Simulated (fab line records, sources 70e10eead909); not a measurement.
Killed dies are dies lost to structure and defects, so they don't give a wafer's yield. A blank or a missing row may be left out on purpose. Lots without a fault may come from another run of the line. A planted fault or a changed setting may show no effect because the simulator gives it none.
Which tool did it? | flow nand_harc | 7 lots, 21 wafers sampled, at 3 steps of a route of 1302

WHAT THE GAUGES READ, wafer by wafer
NHARC_A_DECK1_JOINT_THK_MEAS_14: measures by ellipsometry.
lot  | measured     | on            | thk_nm (nm)
L909 | day 12 01:32 | film_metro-02 | 50.6 50.1 52.4
L911 | day 13 05:33 | film_metro-01 | 51.0 51.0 53.5
L913 | day 13 18:10 | film_metro-02 | 48.5 48.9 51.1
L917 | day 15 08:06 | film_metro-01 | 53.3 53.0 51.3
L920 | day 16 19:40 | film_metro-01 | 51.7 53.6 52.3
L926 | day 19 11:13 | film_metro-02 | 50.9 50.1 50.2
L928 | day 20 01:07 | film_metro-01 | 50.7 48.6 51.2

WHICH TOOL RAN EACH LOT (tool, then ch and the chambers of the sampled wafers, then the start)
lot  | NHARC_A_CHANNEL_HOLE_D1_ETCH_33  | NHARC_A_CHANNEL_FILL_D1_ALD_03
L909 | har_etch-02 ch 0,1, day 9 07:01  | ald_sin_batch-01 ch 0, day 12 01:32 or earlier
L911 | har_etch-01 ch 0,1, day 10 14:25 | ald_sin_batch-02 ch 0, day 13 05:33 or earlier
L913 | har_etch-01 ch 0,1, day 11 06:40 | ald_sin_batch-03 ch 0, day 13 18:10 or earlier
L917 | har_etch-02 ch 1, day 12 22:26   | ald_sin_batch-01 ch 0, day 15 08:06 or earlier
L920 | har_etch-02 ch 0,1, day 14 02:39 | ald_sin_batch-01 ch 0, day 16 19:40 or earlier
L926 | har_etch-02 ch 0,1, day 16 18:23 | ald_sin_batch-01 ch 0, day 19 11:13 or earlier
L928 | har_etch-01 ch 0,1, day 17 10:28 | ald_sin_batch-02 ch 0, day 20 01:07 or earlier
- NHARC_A_CHANNEL_HOLE_D1_ETCH_33: etches the open film in C4F8/O2/Ar, time 90 s, target depth 400 nm.
- NHARC_A_CHANNEL_FILL_D1_ALD_03: deposits SiNx, target thk 6 nm, pulse time 60 s, ald cycles 58.

THE ANSWER, worked out from the rows above alone
Rule: what is usual is taken from the lots themselves. Put in order of their means at a reading, lots are off if they are a third of the lots or fewer, leave a main group of 4 or more, and stand apart from it by a gap of 3 or more times the standard deviation of the main group's means; of several such gaps the widest counts. A main group whose means are all the same, to the digits that the tables above print for the reading, isn't used. A lot without any number at a reading at which 4 lots or more have one is off too. The other lots that the step has rows for count as sound.
No lot is off at any reading shown: from this, nothing can be told.

WHAT THE SIMULATOR HAD PUT IN
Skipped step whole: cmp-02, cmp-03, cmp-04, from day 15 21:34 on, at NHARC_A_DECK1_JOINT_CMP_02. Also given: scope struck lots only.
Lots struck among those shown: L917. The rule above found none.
